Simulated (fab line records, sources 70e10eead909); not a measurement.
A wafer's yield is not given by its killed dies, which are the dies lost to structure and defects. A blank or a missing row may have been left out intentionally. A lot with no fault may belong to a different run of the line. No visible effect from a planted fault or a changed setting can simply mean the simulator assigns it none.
Matching of chambers || flow nand_harc || ald_hk-04 running NHARC_A_WL_FILL_ALD_10: 4 sister chambers
The step deposits SiO2, target thk 50 nm, pulse time 10 s, ald cycles 500. 4 wafers are shown with their chamber, then 10 later ones without.

## WAFERS WITH THEIR CHAMBER
{"wafer": "L088.3", "chamber": 1, "heater_power_w (W)": 368}
{"wafer": "L088.4", "chamber": 3, "heater_power_w (W)": 406}
{"wafer": "L090.1", "chamber": 2, "heater_power_w (W)": 491}
{"wafer": "L090.5", "chamber": 0, "heater_power_w (W)": 457}

## WAFERS MISSING THEIR CHAMBER
{"wafer": "L090.6", "heater_power_w (W)": 403}
{"wafer": "L092.1", "heater_power_w (W)": 468}
{"wafer": "L092.2", "heater_power_w (W)": 365}
{"wafer": "L092.5", "heater_power_w (W)": 478}
{"wafer": "L094.4", "heater_power_w (W)": 454}
{"wafer": "L094.2", "heater_power_w (W)": 403}
{"wafer": "L094.3", "heater_power_w (W)": 479}
{"wafer": "L097.3", "heater_power_w (W)": 421}
{"wafer": "L097.5", "heater_power_w (W)": 410}
{"wafer": "L097.6", "heater_power_w (W)": 452}

## WHICH CHAMBER EACH WENT THROUGH
{"wafer": "L090.6", "from the rows above": 3, "in truth": 3}
{"wafer": "L092.1", "from the rows above": "can't be placed: 0 or 2", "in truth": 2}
{"wafer": "L092.2", "from the rows above": 1, "in truth": 1}
{"wafer": "L092.5", "from the rows above": "can't be placed: 2 or 0", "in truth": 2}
{"wafer": "L094.4", "from the rows above": 0, "in truth": 0}
{"wafer": "L094.2", "from the rows above": 3, "in truth": 3}
{"wafer": "L094.3", "from the rows above": "can't be placed: 2 or 0", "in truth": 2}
{"wafer": "L097.3", "from the rows above": 3, "in truth": 3}
{"wafer": "L097.5", "from the rows above": 3, "in truth": 3}
{"wafer": "L097.6", "from the rows above": 0, "in truth": 0}
Placed correctly: 7 of 10. Cannot be placed on the basis of these rows: 3; the candidates contain the true chamber in 3. Placed wrongly: 0.
How it was worked out, from the rows above alone: a wafer's distance from a chamber is the root of the sum, over the readings, of the square of ((its reading less the chamber's mean) divided by the reading's scatter). If the next closest chamber is less than 2 further off than the closest, the wafer can't be placed; otherwise it belongs to the closest. A chamber's mean is the mean of its shown wafers. The scatter: with one shown wafer a chamber, the root of the mean of the squares of how far each hidden wafer lies from its nearest shown one.
